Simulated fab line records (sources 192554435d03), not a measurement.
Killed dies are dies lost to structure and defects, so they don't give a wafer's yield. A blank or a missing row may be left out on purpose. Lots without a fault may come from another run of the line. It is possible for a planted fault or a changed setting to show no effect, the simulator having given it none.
Chamber matching	flow n5_finfet	N5_BEOL_M10_ETCH_65 on rie_diel-05 has 4 sister chambers
The step etches SiARC in CF4, target depth 39 nm, time 65 s. 8 wafers are shown with their chamber, then 8 later ones without.

== EACH WAFER AND ITS CHAMBER ==
wafer	chamber	drypump_motor_current_A (A)	showerhead_plenum_p_Torr (Torr)
L077.1	1	5.8	2.24
L085.2	2	5.1	2.19
L085.3	0	6.6	2.10
L085.4	3	5.7	2.24
L089.1	3	5.7	2.24
L089.2	0	6.6	2.10
L089.3	1	5.7	2.23
L094.2	2	5.1	2.19

== WAFERS MISSING THEIR CHAMBER ==
wafer	drypump_motor_current_A (A)	showerhead_plenum_p_Torr (Torr)
L094.5	5.8	2.23
L094.6	6.6	2.10
L096.4	5.8	2.22
L096.5	5.7	2.23
L096.6	5.1	2.19
L097.1	6.6	2.09
L097.2	5.1	2.19
L097.6	5.7	2.23

== WHICH CHAMBER EACH WENT THROUGH ==
wafer	from the rows above	in truth
L094.5	can't be placed: 1 or 3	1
L094.6	0	0
L096.4	can't be placed: 1 or 3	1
L096.5	can't be placed: 1 or 3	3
L096.6	2	2
L097.1	0	0
L097.2	2	2
L097.6	can't be placed: 1 or 3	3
4 of 8 placed correctly. Unplaceable from these rows: 4, with the true chamber sitting among the candidates in 4. Wrongly placed: 0.
How it was worked out, from the rows above alone: a wafer's distance from a chamber is the root of the sum, over the readings, of the square of ((its reading less the chamber's mean) divided by the reading's scatter). If the next closest chamber is less than 2 further off than the closest, the wafer can't be placed; otherwise it belongs to the closest. For every chamber, the mean is computed from those of its wafers that are shown. The scatter: take each reading less its chamber's mean, square it, sum over the shown wafers, divide by the number of wafers less the number of chambers, and take the root.
